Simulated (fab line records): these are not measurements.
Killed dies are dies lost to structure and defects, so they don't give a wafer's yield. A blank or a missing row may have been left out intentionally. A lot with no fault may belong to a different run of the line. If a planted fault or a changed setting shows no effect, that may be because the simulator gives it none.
Which of the tools did it? -- flow nandHarc -- 33 wafers from 11 lots sampled at 6 of the route's 1302 steps

WHAT EACH GAUGE READ, for each wafer
NHARC_P_ZERO_WELL_CD_MEAS_11: target cd 500 nm. Usual: cdNm at 500.5 nm, with a standard deviation of 1.7.
lot,measured,on,cdNm (nm),flag
L457,day 1 21:14,cdSem-01,500.8 502.2 500.4,
L461,day 3 13:15,cdSem-02,499.3 498.5 501.6,
L464,day 4 19:14,cdSem-03,501.0 500.3 500.0,
L465,day 5 05:07,cdSem-02,503.1 502.8 498.1,
L466,day 5 15:14,cdSem-03,501.8 502.3 501.3,
L469,day 6 21:15,cdSem-03,500.8 499.9 500.0,
L470,day 7 07:07,cdSem-01,501.3 501.0 501.8,
L472,day 8 03:14,cdSem-03,510.5 501.2 515.3 510.5 501.5 514.8,OFF
L473,day 8 13:07,cdSem-01,515.4 503.2 499.2 515.3 503.3 499.1,OFF
L478,day 10 15:17,cdSem-01,503.4 501.9 502.6,
L480,day 11 11:15,cdSem-02,503.9 502.4 499.3,

NHARC_END_SORT_01. Usual: killedAtArray 61, standard deviation 20; killedAtOther 0.9, standard deviation 1.1; killedAtPeriphery 3.7, standard deviation 2.5; killedDies 65, standard deviation 21; killedOpen 3.3, standard deviation 1.8; killedShort 2.3, standard deviation 1.5.
lot,measured,on,killedAtArray,killedAtOther,killedAtPeriphery,killedDies,killedOpen,killedShort,flag
L473,day 31 08:02,prober-02,27 19 20,3 3 2,7 5 6,37 27 28,5 2 3,0 3 2,

WHICH TOOL RAN EACH LOT (tool, then ch and the chambers of the sampled wafers, then the start)
lot,NHARC_P_ZERO_WELL_PEB_09,NHARC_P_ZERO_WELL_ETCH_63,NHARC_P_ZERO_WELL_DESCUM_39,NHARC_P_ZERO_WELL_DESCUM_54
L457,"lithoTrack-02 ch 0, day 1 21:09","rieSi-03 ch 0,2,3, day 1 21:41","rieDiel-12 ch 0,1, day 2 00:33","rieDiel-12 ch 0,1, day 2 02:15"
L461,"lithoTrack-03 ch 0, day 3 13:10","rieSi-04 ch 0,1, day 3 13:40","rieDiel-12 ch 0,1,2, day 3 16:43","rieDiel-11 ch 0,1,3, day 3 18:23"
L464,"lithoTrack-02 ch 0, day 4 19:09","rieSi-03 ch 1,3, day 4 19:59","rieDiel-11 ch 1,2,3, day 5 02:43","rieDiel-07 ch 2,3, day 5 04:25"
L465,"lithoTrack-02 ch 0, day 5 05:02","rieSi-03 ch 1,2,3, day 5 05:35","rieDiel-11 ch 0,1, day 5 08:14","rieDiel-12 ch 1,2,3, day 5 09:56"
L466,"lithoTrack-03 ch 0, day 5 15:09","rieSi-04 ch 0,3, day 5 15:39","rieDiel-12 ch 0,1, day 5 18:24","rieDiel-11 ch 0,2,3, day 5 19:55"
L469,"lithoTrack-03 ch 0, day 6 21:10","rieSi-03 ch 1,2, day 6 21:41","rieDiel-07 ch 0,1,2, day 7 00:17","rieDiel-11 ch 1,2, day 7 01:55"
L470,"lithoTrack-02 ch 0, day 7 07:02","rieSi-05 ch 1,2, day 7 07:35","rieDiel-11 ch 1,2,3, day 7 10:20","rieDiel-12 ch 1,2, day 7 11:50"
L472,"lithoTrack-02 ch 0, day 8 03:10","rieSi-03 ch 0,2,3, day 8 07:32","rieDiel-07 ch 1,2,3, day 8 10:01","rieDiel-12 ch 0,1,3, day 8 11:31"
L473,"lithoTrack-02 ch 0, day 8 13:02","rieSi-04 ch 0,2,3, day 8 16:50","rieDiel-07 ch 0,1, day 8 19:18","rieDiel-12 ch 0,2,3, day 8 21:03"
L478,"lithoTrack-03 ch 0, day 10 15:12","rieSi-03 ch 1,2, day 10 15:43","rieDiel-12 ch 0,1,3, day 10 18:20","rieDiel-12 ch 0,2, day 10 19:52"
L480,"lithoTrack-03 ch 0, day 11 11:10","rieSi-03 ch 0,1, day 11 11:40","rieDiel-07 ch 0,3, day 11 14:26","rieDiel-11 ch 0,1, day 11 15:58"
- NHARC_P_ZERO_WELL_PEB_09: peb time 80 s.
- NHARC_P_ZERO_WELL_ETCH_63: etches the open film in HBr/Cl2, target depth 120 nm, time 40.1 s.
- NHARC_P_ZERO_WELL_DESCUM_39: chemistry O2, time 3 s.
- NHARC_P_ZERO_WELL_DESCUM_54: chemistry O2, time 3 s.

WHAT THE TOOLS THEMSELVES READ (means of the sampled wafers that have a number; where no wafer has one, the mark that the record gives instead)
NHARC_P_ZERO_WELL_PEB_09. Usual: resistLineTempC at 23.00 C, with a standard deviation of 0.099.
lot,tool,resistLineTempC (C),flag
L457,lithoTrack-02,23.06,
L461,lithoTrack-03,23.10,
L464,lithoTrack-02,22.97,
L465,lithoTrack-02,22.96,
L466,lithoTrack-03,22.99,
L469,lithoTrack-03,22.82,
L470,lithoTrack-02,23.04,
L472,lithoTrack-02,22.92,
L473,lithoTrack-02,23.02,
L478,lithoTrack-03,22.96,
L480,lithoTrack-03,23.08,

NHARC_P_ZERO_WELL_ETCH_63. Usual: drypumpMotorCurrentA 5.9 A, standard deviation 0.39; oesProductAu 1.001 a.u., standard deviation 0.01; throttleValvePct 26.405 %, standard deviation 0.0095.
lot,tool,drypumpMotorCurrentA (A),oesProductAu (a.u.),throttleValvePct (%),flag
L457,rieSi-03,6.1,1.005,26.402,
L461,rieSi-04,5.5,0.993,26.411,
L464,rieSi-03,6.5,1.006,26.411,
L465,rieSi-03,6.2,1.012,26.400,
L466,rieSi-04,5.9,1.005,26.399,
L469,rieSi-03,6.3,0.997,26.412,
L470,rieSi-05,5.8,1.003,26.411,
L472,rieSi-03,6.1,1.013,26.404,
L473,rieSi-04,5.6,0.998,26.411,
L478,rieSi-03,6.3,0.996,26.402,
L480,rieSi-03,6.2,0.983,26.408,

NHARC_P_ZERO_WELL_DESCUM_39. Usual: drypumpMotorCurrentA 5.9 A, standard deviation 0.5; oesProductAu 1.000 a.u., standard deviation 0.0098; rfVppV 57.9 V, standard deviation 0.94; showerheadPlenumPTorr 1.91 Torr, standard deviation 0.089; throttleValvePct 11.311 %, standard deviation 0.009.
lot,tool,drypumpMotorCurrentA (A),oesProductAu (a.u.),rfVppV (V),showerheadPlenumPTorr (Torr),throttleValvePct (%),flag
L457,rieDiel-12,6.3,0.995,58.0,1.87,11.306,
L461,rieDiel-12,6.1,0.996,57.0,1.90,11.312,
L464,rieDiel-11,6.0,1.000,57.7,1.96,11.313,
L465,rieDiel-11,5.7,1.002,57.7,1.83,11.305,
L466,rieDiel-12,6.3,1.000,57.3,1.86,11.318,
L469,rieDiel-07,5.4,0.996,58.4,1.99,11.307,
L470,rieDiel-11,6.0,0.991,57.7,1.96,11.310,
L472,rieDiel-07,5.6,0.995,57.3,1.95,11.307,
L473,rieDiel-07,5.4,0.986,58.3,1.93,11.317,
L478,rieDiel-12,6.3,0.998,57.8,1.89,11.316,
L480,rieDiel-07,5.4,0.999,57.4,1.83,11.313,

NHARC_P_ZERO_WELL_DESCUM_54. Usual: drypumpMotorCurrentA 5.8 A, standard deviation 0.48; oesProductAu 1.000 a.u., standard deviation 0.0091; rfVppV 57.9 V, standard deviation 1; showerheadPlenumPTorr 1.91 Torr, standard deviation 0.097; throttleValvePct 11.313 %, standard deviation 0.0089.
lot,tool,drypumpMotorCurrentA (A),oesProductAu (a.u.),rfVppV (V),showerheadPlenumPTorr (Torr),throttleValvePct (%),flag
L457,rieDiel-12,6.3,0.999,57.3,1.87,11.307,
L461,rieDiel-11,5.7,1.009,58.1,1.89,11.310,
L464,rieDiel-07,5.2,0.995,57.4,1.78,11.319,
L465,rieDiel-12,6.1,1.001,59.2,1.95,11.309,
L466,rieDiel-11,5.6,0.996,59.3,1.98,11.316,
L469,rieDiel-11,6.1,0.995,58.6,1.97,11.325,
L470,rieDiel-12,6.0,1.012,57.7,1.93,11.302,
L472,rieDiel-12,6.3,1.006,58.3,1.90,11.312,
L473,rieDiel-12,6.2,1.014,57.2,1.89,11.309,
L478,rieDiel-12,6.0,1.002,56.8,1.88,11.312,
L480,rieDiel-11,5.7,1.001,57.2,1.82,11.321,

THE ANSWER, worked out from the rows above alone
Rule: a lot counts as off when the mean over its wafers that have a number is more than 3 standard deviations away from the usual mean. Also off: a lot with no number at a reading for which 4 or more lots have one. Any other lot the step has rows for is counted as sound. First the gauges in route order, then the tools' own readings, where a lot's mean is used as printed above. At the first step where some lot is off, the reading lying furthest off is the one used; lots without a number count as furthest.
Off, at NHARC_P_ZERO_WELL_CD_MEAS_11 on cdNm: L472, L473.
If a tool, at a process step before that reading, ran all the lots that are off and no sound lot after the first of them, it fits. The gauges at NHARC_P_ZERO_WELL_CD_MEAS_11 are tried like those tools. One candidate fits, namely lithoTrack-02 at NHARC_P_ZERO_WELL_PEB_09. A fault onset in the window from L470 (day 7 07:02, its last sound lot) to L472 (day 8 03:10, its first lot off) fits.

WHAT WAS PUT IN BY THE SIMULATOR
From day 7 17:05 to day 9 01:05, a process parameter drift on lithoTrack-02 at NHARC_P_ZERO_WELL_PEB_09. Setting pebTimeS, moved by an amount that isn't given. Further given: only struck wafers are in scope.
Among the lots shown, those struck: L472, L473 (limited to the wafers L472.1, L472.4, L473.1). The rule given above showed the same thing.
